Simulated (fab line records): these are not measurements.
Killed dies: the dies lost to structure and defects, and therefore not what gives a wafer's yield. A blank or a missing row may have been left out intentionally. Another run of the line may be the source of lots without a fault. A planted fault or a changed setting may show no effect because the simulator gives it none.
Check of tool commonality    flow n5 finfet    10 lots and 29 wafers in the sample

== REASON FOR OPENING ==
At N5_BEOL_M4_RC_MEAS_101 the reading CJ_N is flagged on 3 of 10 lots. Wafers without a fault read 4.30, standard deviation 0.076.
Rule: a lot is flagged when every wafer of it that has a number lies more than 4 standard deviations from that mean, or none has a number. The other lots count as sound.

lot   measured      on         CJ_N, wafer by wafer  flag
L848  day 8 06:25   prober-01  4.25 4.13 4.27        
L853  day 9 03:31   prober-02  4.26 4.22 4.26        
L854  day 9 14:43   prober-02  5.03 4.90 4.87        FLAGGED
L858  day 10 05:26  prober-01  5.07 5.04 5.17        FLAGGED
L857  day 10 05:58  prober-02  5.05 4.90 5.00        FLAGGED
L865  day 12 15:20  prober-02  4.38 4.34 4.25        
L867  day 12 20:45  prober-01  4.25 4.41             
L868  day 12 23:37  prober-02  4.13 4.27 4.31        
L871  day 13 18:54  prober-02  4.30 4.26 4.32        
L870  day 13 23:06  prober-01  4.35 4.35 4.40        
On average the flagged lots' numbers are 5.00, which is +0.70 against the usual, or +9 standard deviations.

== TOOL THAT RAN EACH LOT ==
Before the reading, the record contains 3 process steps out of a 1938-step route. Each cell gives the tool, then ch followed by the chambers the sampled wafers passed through, then the start.
lot   flag     N5_ZERO_LAYER_PECVD_02          N5_ZERO_LAYER_ETCH_17              N5_WELL_APT_IMPLANT_32
L848           pecvd-01 ch 0,1, day 1 12:17    rie diel-02 ch 0,1,2, day 1 13:07  implanter-01 ch 0, day 1 16:01
L853           pecvd-02 ch 0,1,2, day 2 18:17  rie diel-06 ch 0,2, day 2 18:50    implanter-02 ch 0, day 2 21:56
L854  FLAGGED  pecvd-01 ch 0,1, day 3 00:19    rie diel-06 ch 0,1,2, day 3 01:10  implanter-02 ch 0, day 3 03:37
L858  FLAGGED  pecvd-04 ch 1,2, day 4 00:17    rie diel-06 ch 0,2,3, day 4 01:02  implanter-02 ch 0, day 4 03:32
L857  FLAGGED  pecvd-01 ch 0,1, day 3 18:18    rie diel-06 ch 0,2, day 3 18:49    implanter-02 ch 0, day 3 21:34
L865           pecvd-02 ch 0,1,2, day 5 18:17  rie diel-03 ch 0,1,2, day 5 18:58  implanter-01 ch 0, day 5 21:41
L867           pecvd-02 ch 0,1, day 6 06:17    rie diel-03 ch 0,3, day 6 06:50    implanter-01 ch 0, day 6 09:27
L868           pecvd-02 ch 0,1, day 6 12:18    rie diel-06 ch 0,3, day 6 12:52    implanter-02 ch 0, day 6 16:01
L871           pecvd-01 ch 1,2, day 7 06:17    rie diel-03 ch 0,1, day 7 06:43    implanter-02 ch 0, day 7 09:25
L870           pecvd-04 ch 0,1, day 7 00:17    rie diel-02 ch 1,2,3, day 7 00:54  implanter-01 ch 0, day 7 03:23
What the steps here do:
- N5_ZERO_LAYER_PECVD_02: deposits SiO2 from SiH4/N2O, target thk 10 nm, time 6 s.
- N5_ZERO_LAYER_ETCH_17: etches SiO2 in CF4, target depth 12 nm, time 13.3 s.
- N5_WELL_APT_IMPLANT_32
- N5_BEOL_M4_RC_MEAS_101

== FLAGGED AGAINST TOTAL, ONE TOOL AT A TIME (gauges that did the reading follow at the end) ==
step                    tool          lots run  flagged  share of the flagged lots  sound lots run after its first flagged lot
N5_ZERO_LAYER_PECVD_02  pecvd-01      4         2        some                       1 (L871)
N5_ZERO_LAYER_PECVD_02  pecvd-02      4         0        none                       -
N5_ZERO_LAYER_PECVD_02  pecvd-04      2         1        some                       1 (L870)
N5_ZERO_LAYER_ETCH_17   rie diel-02   2         0        none                       -
N5_ZERO_LAYER_ETCH_17   rie diel-03   3         0        none                       -
N5_ZERO_LAYER_ETCH_17   rie diel-06   5         3        all                        1 (L868)
N5_WELL_APT_IMPLANT_32  implanter-01  4         0        none                       -
N5_WELL_APT_IMPLANT_32  implanter-02  6         3        all                        2 (L868,L871)
N5_BEOL_M4_RC_MEAS_101  prober-01     4         1        some                       2 (L867,L870)
N5_BEOL_M4_RC_MEAS_101  prober-02     6         2        some                       3 (L865,L868,L871)

== WHAT THE TABLE PERMITS ==
Table rows that saw every flagged lot: 2, namely rie diel-06 at N5_ZERO_LAYER_ETCH_17 and implanter-02 at N5_WELL_APT_IMPLANT_32.
- rie diel-06 at N5_ZERO_LAYER_ETCH_17 ran 5 lots, 3 of them flagged. Sound lots followed the first flagged one (L868) on it, something a lasting fault affecting the whole tool could not allow.
- implanter-02 at N5_WELL_APT_IMPLANT_32 ran 6 lots, 3 of them flagged. Sound lots followed the first flagged one (L868, L871) on it, something a lasting fault affecting the whole tool could not allow. Its own readings (dose ions cm2, faraday current uA) fall more than 4 standard deviations out on all wafers of the flagged lots.
Not one row of the table ran every flagged lot while running no sound lot after the first.

== WHAT THE SIMULATOR HAD INSERTED ==
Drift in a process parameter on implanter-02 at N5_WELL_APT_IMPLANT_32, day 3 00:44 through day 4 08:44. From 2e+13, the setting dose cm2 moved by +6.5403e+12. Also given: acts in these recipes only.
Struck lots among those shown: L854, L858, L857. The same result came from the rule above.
